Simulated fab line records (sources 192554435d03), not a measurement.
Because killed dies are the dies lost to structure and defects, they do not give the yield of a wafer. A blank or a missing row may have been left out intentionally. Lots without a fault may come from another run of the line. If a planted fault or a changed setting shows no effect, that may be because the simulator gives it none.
fab line records -- flow n5-finfet
record: lots: 11, wafers: 33, last-day: 16
route steps=1938 shown HKMG_FIN@452 TV_OPEN@1890 PASSIVATION@1911
lots that met no fault: taken from a fault-free run of the same line
start-h: hours from the record's first day to the start of the lot's first wafer shown -- wait-h: how many hours have passed since the lot's step before this one -- " identical to the entry in the row above -- L1.1+2: a row that stands for several wafers -- - value missing, or start not given -- * or withheld: withheld -- < > ~ a bound
route shown NAME@n: names a module that has steps shown in the file, with the first one's number in the route -- usual: mean/standard deviation of fault-free wafers -- same: alike in all rows -- chamber/n: place in a boat -- sites: the reading at each site -- _std_site: standard deviation of those values -- _edge_site: the outer-site mean with the inner-site mean subtracted -- radius-mm: for every site, how far away it sits from the centre of the wafer -- mask NAME#n: copy n -- behind: the tool/chamber that last shaped the wafer -- hold: why the lot went on hold/how many hours it stayed there/how the hold came to an end -- device: whichever transistor did not switch (one of n, p or np) -- end of line: the route-end tests of the same wafers -- a step with no rows: only its recipe -- killed: the dies lost at the first sort to structure and to defects; this is not the yield of the wafer -- map: a wafer's dies, marking killed ones x, the rest . and places with no die _
set.NAME: the run value of the setting; set.NAME@STEP: its run value at that earlier step -- model.NAME: the simulator's own value behind a step, which no gauge read
one table for each step of the route and one row for each wafer, over a sample of lots
services: from which hour (start-h, from the record's first day; less than 0 if before it) a tool's chamber was out of use, for how many hours, and why
== steps ==
step: N5_HKMG_FIN_STRIP_90
recipe: chemistry: N2/H2, material: SOC, time-s: 20, power-w: 500, temp-c: 40, pressure-mtorr: 50, rf-frequency-hz: 6e+07, bias-power-w: 8, h2-frac: 0.5, n2-flow-sccm: 300, h2-flow-sccm: 300
usual: drypump-motor-current-A: 5.7/0.46, h2-flow-sccm: 299.9/0.9, n2-flow-sccm: 300.0/0.86, oes-product-au: 0.82/0.075, rf-vpp-V: 54.1/0.8, showerhead-plenum-p-Torr: 3.36/0.11, throttle-valve-pct: 18.80/0.29
lot.wafer,tool,chamber,start-h,wait-h,drypump-motor-current-A,h2-flow-sccm,n2-flow-sccm,oes-product-au,rf-hours-counter-h,rf-vpp-V,showerhead-plenum-p-Torr,throttle-valve-pct
L739.4,rie-diel-02,1,83.89,0.0,5.6,300.1,300.0,0.91,22,54.7,3.43,18.31
L739.5,rie-diel-02,1,83.89,0.0,5.6,299.6,299.2,0.92,-,54.1,3.43,18.29
L739.6,rie-diel-02,0,83.89,0.0,5.8,299.6,300.0,0.95,-,54.3,3.46,18.63
L740.2,rie-diel-01,0,87.71,0.0,6.1,301.6,298.3,0.76,187,54.4,3.21,19.12
L740.3,rie-diel-01,1,87.71,0.0,5.3,300.9,301.9,0.72,178,54.3,3.36,19.21
L740.4,rie-diel-01,2,87.71,0.0,6.4,300.2,300.0,0.73,-,55.4,3.31,18.77
L741.1,rie-diel-02,1,92.70,0.0,5.6,299.6,299.8,0.91,27,55.1,3.42,18.31
L741.3,rie-diel-02,0,92.70,0.0,5.9,299.4,297.8,0.93,9,54.0,3.46,18.63
L741.4,rie-diel-02,1,92.70,0.0,5.6,299.5,299.8,0.92,-,54.1,3.42,18.32
L742.2,rie-diel-01,2,97.58,0.0,6.4,299.2,298.7,0.72,225,54.3,3.31,18.78
L742.4,rie-diel-01,0,97.58,0.0,6.1,298.7,299.0,0.75,191,54.2,3.21,19.13
L742.5,rie-diel-01,1,97.58,0.0,5.3,300.0,299.9,0.72,-,54.5,3.35,19.21
L743.1,rie-diel-02,1,106.64,0.0,5.6,298.0,297.9,0.90,33,53.3,3.42,18.31
L743.2,rie-diel-02,0,106.64,0.0,5.8,300.4,299.6,0.92,14,53.6,3.45,18.67
L743.4,rie-diel-02,2,106.64,0.0,5.8,301.2,299.9,0.86,51,54.2,3.57,18.90
L744.2,rie-diel-01,0,107.70,0.0,6.1,300.1,299.9,0.75,195,54.2,3.20,19.15
L744.3,rie-diel-01,2,107.70,0.0,6.4,301.3,300.9,0.71,229,53.2,3.30,18.81
L744.5,rie-diel-01,3,107.70,0.0,5.7,300.4,299.9,0.91,-,54.3,3.29,18.72
L745.1,rie-diel-01,0,118.63,0.0,6.1,301.6,300.6,0.75,200,54.7,3.20,19.15
L745.5,rie-diel-01,0,118.63,0.0,6.1,300.5,299.8,0.75,-,53.9,3.20,19.15
L745.6,rie-diel-01,1,118.63,0.0,5.3,299.2,299.2,0.71,-,53.5,3.35,19.22
L746.2,rie-diel-02,0,121.86,0.0,5.9,300.2,300.4,0.89,21,54.1,3.45,18.68
L746.3,rie-diel-02,2,121.86,0.0,5.8,299.9,298.6,0.84,59,54.3,3.56,18.91
L746.5,rie-diel-02,0,121.86,0.0,5.9,300.8,301.8,0.89,-,53.8,3.45,18.67
L751.1,rie-diel-02,1,156.95,0.0,5.6,301.2,300.3,0.86,56,54.4,3.41,18.36
L751.3,rie-diel-02,0,156.95,0.0,5.8,300.0,301.7,0.87,34,54.7,3.44,18.71
L751.4,rie-diel-02,2,156.95,0.0,5.7,297.5,300.3,0.83,75,53.9,3.55,18.96
L754.4,rie-diel-02,0,172.35,0.0,5.8,298.9,300.7,0.87,40,54.8,3.44,18.70
L754.5,rie-diel-02,0,172.35,0.0,5.8,299.3,300.1,0.87,-,53.9,3.44,18.70
L754.6,rie-diel-02,1,172.35,0.0,5.6,297.7,301.9,0.85,-,54.9,3.40,18.37
L756.1,rie-diel-01,3,183.60,0.0,5.7,300.8,298.5,0.83,43,54.5,3.27,18.77
L756.4,rie-diel-01,2,183.60,0.0,6.4,299.5,299.7,0.95,2,55.3,3.29,18.46
L756.5,rie-diel-01,3,183.60,0.0,5.7,299.1,301.0,0.85,-,54.1,3.27,18.78
step: N5_PASSIVATION_ETCH_15
recipe: chemistry: CF4/N2, target: SiCN, target-depth-a: 750, taper-deg: 2, time-s: 81.2, ion-energy-ev: 150, mask-material: SiNx, pressure-mtorr: 40, source-w: 430, bias-w: 70, Ar_flow_sccm: 100, cf4-flow-sccm: 60, n2-flow-sccm: 60
usual: drypump-motor-current-A: 5.6/0.5, n2-flow-sccm: 60.02/0.17, oes-product-au: 0.82/0.096, rf-vpp-V: 382.1/2.2, showerhead-plenum-p-Torr: 2.20/0.085, throttle-valve-pct: 15.25/0.27
lot.wafer,tool,chamber,start-h,wait-h,drypump-motor-current-A,n2-flow-sccm,oes-product-au,rf-hours-counter-h,rf-vpp-V,showerhead-plenum-p-Torr,throttle-valve-pct
L739.4,rie-diel-04,2,-,-,6.3,59.91,0.70,237,383.1,2.17,15.79
L739.5,rie-diel-04,0,-,-,5.1,60.15,0.69,-,379.5,2.09,15.43
L739.6,rie-diel-04,3,-,-,6.1,59.84,0.75,-,380.0,2.12,15.49
L742.2,rie-diel-03,2,-,-,6.6,59.77,0.74,181,383.6,2.26,15.37
L742.4,rie-diel-03,3,-,-,5.4,60.17,0.92,27,380.6,2.16,15.31
L742.5,rie-diel-03,2,-,-,6.6,59.93,0.75,-,385.2,2.26,15.39
L740.2,rie-diel-04,3,-,-,6.1,59.87,0.76,153,380.8,2.12,15.52
L740.3,rie-diel-04,0,-,-,5.1,60.13,0.69,234,379.5,2.09,15.42
L740.4,rie-diel-04,2,-,-,6.3,60.13,0.70,244,381.9,2.17,15.79
L741.1,rie-diel-03,3,-,-,5.4,59.74,0.91,29,381.8,2.16,15.33
L741.3,rie-diel-03,2,-,-,6.6,59.92,0.74,183,384.6,2.26,15.38
L741.4,rie-diel-03,0,-,-,5.7,60.29,0.94,16,380.4,2.16,15.19
L743.1,rie-diel-05,1,-,-,5.8,60.16,0.92,12,385.7,2.35,14.99
L743.2,rie-diel-05,2,-,-,5.7,59.99,0.98,5,383.4,2.25,14.84
L743.4,rie-diel-05,3,-,-,5.0,60.09,0.92,26,381.1,2.15,14.80
L744.2,rie-diel-04,1,-,-,5.0,59.87,0.68,204,379.0,2.10,15.51
L744.3,rie-diel-04,3,-,-,6.1,60.12,0.74,166,380.7,2.11,15.52
L744.5,rie-diel-04,3,-,-,6.1,59.96,0.74,-,381.1,2.11,15.53
L746.2,rie-diel-04,1,-,-,5.0,60.29,0.68,205,378.7,2.10,15.51
L746.3,rie-diel-04,0,-,-,5.1,60.29,0.69,249,380.7,2.08,15.47
L746.5,rie-diel-04,0,-,-,5.1,59.82,0.68,-,379.4,2.08,15.46
L745.1,rie-diel-03,0,-,-,5.6,59.94,0.92,23,381.0,2.16,15.23
L745.5,rie-diel-03,3,-,-,5.5,60.14,0.90,-,381.5,2.16,15.34
L745.6,rie-diel-03,2,-,-,6.6,60.20,0.73,-,383.6,2.26,15.41
L751.1,rie-diel-04,3,-,-,6.0,59.87,0.73,182,379.3,2.11,15.56
L751.3,rie-diel-04,1,-,-,5.0,59.95,0.68,220,380.3,2.09,15.54
L751.4,rie-diel-04,0,-,-,5.1,60.26,1.02,2,385.3,2.34,14.95
L754.4,rie-diel-03,3,-,-,5.4,59.87,0.87,52,381.4,2.15,15.37
L754.5,rie-diel-03,2,-,-,6.6,60.07,0.72,-,383.7,2.25,15.42
L754.6,rie-diel-03,3,-,-,5.5,60.08,0.88,-,381.0,2.15,15.37
L756.1,rie-diel-04,0,-,-,5.1,59.92,0.95,15,385.7,2.34,14.98
L756.4,rie-diel-04,0,-,-,5.1,60.12,0.94,-,385.5,2.34,14.97
L756.5,rie-diel-04,1,-,-,5.0,60.02,0.66,-,379.1,2.09,15.56
step: N5_PASSIVATION_STRIP_34
recipe: chemistry: O2, power-w: 600, temp-c: 60, pressure-mtorr: 30, rf-frequency-hz: 6e+07, bias-power-w: 0, overash-fraction: 2, o2-flow-sccm: 225
usual: drypump-motor-current-A: 5.7/0.53, oes-product-au: 0.82/0.06, rf-vpp-V: 3.7/1.6, showerhead-plenum-p-Torr: 2.12/0.092, throttle-valve-pct: 16.64/0.15
lot.wafer,tool,chamber,start-h,wait-h,drypump-motor-current-A,oes-product-au,rf-hours-counter-h,rf-vpp-V,showerhead-plenum-p-Torr,throttle-valve-pct
L739.4,rie-diel-02,2,243.96,0.3,5.7,0.77,104,2.5,2.23,16.69
L739.5,rie-diel-02,1,243.96,0.3,5.6,0.80,-,6.4,2.12,16.43
L739.6,rie-diel-02,0,243.96,0.3,5.8,0.83,-,4.8,2.11,16.33
L742.2,rie-diel-06,1,266.17,0.1,6.7,0.77,139,3.8,2.01,16.74
L742.4,rie-diel-06,2,266.17,0.1,5.5,0.83,64,6.1,2.22,16.71
L742.5,rie-diel-06,2,266.17,0.1,5.5,0.87,-,6.1,2.22,16.79
L740.2,rie-diel-02,0,267.64,0.3,5.8,0.79,76,4.7,2.11,16.39
L740.3,rie-diel-02,0,267.64,0.3,5.8,0.80,-,0.2,2.11,16.33
L740.4,rie-diel-02,3,267.64,0.3,4.7,0.78,-,4.8,2.02,16.77
L741.1,rie-diel-01,2,273.30,0.2,6.3,0.88,36,2.5,2.03,16.49
L741.3,rie-diel-01,0,273.30,0.2,6.1,0.97,1,2.1,2.23,16.47
L741.4,rie-diel-01,3,273.30,0.2,5.7,0.78,-,4.8,2.03,16.66
L743.1,rie-diel-06,2,282.46,0.2,5.5,0.85,71,2.6,2.22,16.81
L743.2,rie-diel-06,1,282.46,0.2,6.6,0.75,144,4.6,2.00,16.83
L743.4,rie-diel-06,0,282.46,0.2,5.3,0.84,54,4.7,2.24,16.73
L744.2,rie-diel-01,2,303.86,0.1,6.3,0.86,45,1.4,2.03,16.43
L744.3,rie-diel-01,3,303.86,0.1,5.8,0.77,87,4.5,2.03,16.75
L744.5,rie-diel-01,0,303.86,0.1,6.1,0.93,-,1.4,2.23,16.48
L745.1,rie-diel-06,3,307.13,0.3,5.1,0.83,93,3.5,2.19,16.59
L745.5,rie-diel-06,2,307.13,0.3,5.4,0.83,-,6.4,2.21,16.81
L745.6,rie-diel-06,1,307.13,0.3,6.7,0.77,-,3.9,2.00,16.77
L746.2,rie-diel-06,2,307.17,0.3,5.5,0.83,78,1.9,2.21,16.79
L746.3,rie-diel-06,1,307.17,0.3,6.6,0.76,152,7.1,2.00,16.81
L746.5,rie-diel-06,3,307.17,0.3,5.2,0.82,-,3.2,2.19,16.57
L751.1,rie-diel-01,3,342.62,0.3,5.7,0.75,101,1.5,2.02,16.79
L751.3,rie-diel-01,2,342.62,0.3,6.4,0.84,59,2.0,2.03,16.48
L751.4,rie-diel-01,0,342.62,0.3,6.1,0.88,25,7.0,2.23,16.47
L754.4,rie-diel-01,2,355.58,0.1,6.4,0.82,64,2.8,2.02,16.49
L754.5,rie-diel-01,0,355.58,0.1,6.1,0.86,-,1.7,2.22,16.55
L754.6,rie-diel-01,1,355.58,0.1,5.3,0.93,-,3.3,2.05,16.52
L756.1,rie-diel-06,3,385.19,0.1,5.1,0.78,119,4.7,2.18,16.64
L756.4,rie-diel-06,1,385.19,0.1,6.7,0.73,179,5.1,1.99,16.85
L756.5,rie-diel-06,0,385.19,0.1,5.3,0.78,-,4.0,2.23,16.83
step: N5_PASSIVATION_PROBE_49
usual: defect-limited-yield: 91.5/1.6, killed_at_M0_to_M3: 33/10, killed_at_M4_up: 13/5.6, killed-at-contacts: 13/6, killed-at-front-end: 39/12, killed-at-other: 3.0/2.8, killed-dies: 101/19, killed-on-rim: 13/4, killed-open: 65/13, killed-short: 32/8.3, sort_bin_4_leakage: 0.00/0.0072, sort_bin_5_function: 5.0/1, sort_bin_6_memory: 3.1/0.69, sort-n-pass: 1079/19, sort-yield-pct: 91.5/1.6
same: gross-dies: 1180, killed-at-back-side: 0, sort_bin_8_speed[%]: 0
lot.wafer,tool,chamber,start-h,wait-h,defect-limited-yield[%],killed_at_M0_to_M3,killed_at_M4_up,killed-at-contacts,killed-at-front-end,killed-at-other,killed-dies,killed-on-rim,killed-open,killed-short,sort_bin_4_leakage[%],sort_bin_5_function[%],sort_bin_6_memory[%],sort-n-pass,sort-yield-pct[%]
L745.1,prober-01,-,311.45,0.0,91.5,22,11,9,55,3,100,11,55,42,0,4.8,3.1,1080,91.5
L751.1,prober-01,-,346.82,0.0,86.7,32,12,4,109,0,157,28,58,34,0,8.3,2.9,1023,86.7
L751.3,prober-01,-,346.92,0.1,91.7,37,10,11,40,0,98,12,58,40,0,4.1,3.7,1082,91.7
L751.4,prober-01,-,346.97,0.2,91.9,40,9,17,28,1,95,10,62,31,0,5.5,2.2,1085,91.9
L754.4,prober-02,-,360.16,0.2,92.7,26,12,16,25,7,86,5,56,29,0,3.9,3.1,1094,92.7
L754.5,prober-02,-,360.21,0.2,91.1,35,7,10,49,4,105,11,61,43,0,4.7,3.8,1075,91.1
L754.6,prober-02,-,360.26,0.3,85.9,41,9,9,101,6,166,26,68,31,0,7.9,3.6,1014,85.9
killed by level:class
L745.1 FIN_SAQP:geometric-particle:open=11 GATE_CUT:geometric-particle:short=9 FIN_SAQP:geometric-particle:short=8 STI_FIN_REVEAL:geometric-particle:open=7 GATE_CUT:geometric-particle:open=6 MOL_CONTACT_COAG:geometric-particle:open=6 BEOL_M0_SAQP:geometric-particle:short=4 BEOL_M0_SAQP:geometric-particle:open=4
L751.1 HKMG_FIN:unspecified=64 FIN_SAQP:geometric-particle:open=18 FIN_SAQP:geometric-particle:short=8 BEOL_M2:geometric-particle:open=8 BEOL_M0_SAQP:geometric-particle:short=8 BEOL_M0_SAQP:geometric-particle:open=8 BEOL_M4:geometric-particle:short=5 DUMMY_GATE:geometric-particle:open=5
L751.3 FIN_SAQP:geometric-particle:short=12 MOL_CONTACT_COAG:geometric-particle:open=10 BEOL_M0_SAQP:geometric-particle:short=9 BEOL_M1:geometric-particle:open=8 FIN_SAQP:geometric-particle:open=7 BEOL_M0_SAQP:geometric-particle:open=7 GATE_CUT:geometric-particle:short=6 BEOL_M2:geometric-particle:open=5
L751.4 MOL_CONTACT_COAG:geometric-particle:open=14 BEOL_M0_SAQP:geometric-particle:short=12 BEOL_M0_SAQP:geometric-particle:open=7 BEOL_M2:geometric-particle:open=7 DUMMY_GATE:geometric-particle:open=6 GATE_CUT:geometric-particle:open=6 BEOL_M3:geometric-particle:open=6 BEOL_M4:geometric-particle:short=4
L754.4 MOL_CONTACT_COAG:geometric-particle:open=14 BEOL_M0_SAQP:geometric-particle:open=7 BEOL_M0_SAQP:geometric-particle:short=6 BEOL_M1:geometric-particle:open=5 DUMMY_GATE:geometric-particle:open=4 BEOL_M3:geometric-particle:open=4 FIN_SAQP:geometric-particle:short=3 GATE_CUT:geometric-particle:short=3
L754.5 DUMMY_GATE:geometric-particle:open=12 BEOL_M0_SAQP:geometric-particle:short=10 BEOL_M2:geometric-particle:open=7 DUMMY_GATE:geometric-particle:short=6 MOL_CONTACT_COAG:geometric-particle:open=6 ILD0:geometric-particle:short=5 BEOL_M0_SAQP:geometric-particle:open=5 BEOL_M3:geometric-particle:open=5
L754.6 HKMG_FIN:unspecified=66 BEOL_M0_SAQP:geometric-particle:open=10 BEOL_M3:geometric-particle:open=10 BEOL_M0_SAQP:geometric-particle:short=9 MOL_CONTACT_COAG:geometric-particle:open=7 BEOL_M2:geometric-particle:open=6 STI_FIN_REVEAL:geometric-particle:open=5 DUMMY_GATE:geometric-particle:open=5
== services ==
tool,chamber,start-h,hours,kind
rie-diel-01,-,68.27,2.8,pm
rie-diel-02,1,68.50,2.2,repair
rie-diel-06,0,68.51,6.8,repair
rie-diel-01,3,73.94,-,clean
rie-diel-01,3,73.94,-,consumable-replace:focus-ring
rie-diel-01,3,73.94,15.8,scheduled-down
rie-diel-01,3,73.94,15.8,vent-cycle
rie-diel-06,2,83.58,4.7,repair
rie-diel-02,2,92.12,3.4,repair
rie-diel-06,-,104.51,28.1,pm
rie-diel-02,0,145.20,4.2,repair
rie-diel-01,2,155.86,-,clean
rie-diel-01,2,155.86,-,consumable-replace:focus-ring
rie-diel-04,1,183.48,4.8,repair
rie-diel-06,3,219.51,1.4,repair
rie-diel-02,1,259.35,18.6,repair
rie-diel-02,3,329.31,13.5,repair
rie-diel-03,1,342.20,1.8,repair
rie-diel-06,-,358.14,0.3,repair
rie-diel-04,1,359.38,18.2,repair
rie-diel-05,3,367.83,2.5,repair
rie-diel-01,1,368.16,6.0,repair
rie-diel-03,3,370.70,7.7,repair
rie-diel-02,1,382.68,3.1,repair
== key ==
first-sign: step: N5_PASSIVATION_PROBE_49, reading: killed-at-front-end, direction: up, sigmas: 5.6, usual: 39, struck: 105
effect: step: N5_PASSIVATION_PROBE_49, reading: defect-limited-yield, direction: down, sigmas: 3.2, usual: 91.5, struck: 86.3
more-kills-born-at: N5_HKMG_FIN_STRIP_90@rie-diel-02: 130
met-at N5_HKMG_FIN_STRIP_90
struck-lots L751,L754
struck-wafers L751.1,L754.6
not-acting-at N5_PASSIVATION_ETCH_15,N5_PASSIVATION_STRIP_34
onset-between 106.64 156.95
fault: kind: chamber-particle-source, tool: rie-diel-02, chamber: 1, onset-h: 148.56, steps: N5_HKMG_FIN_STRIP_90, rate-per-visit-cm2: 1.0746, end-h: 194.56
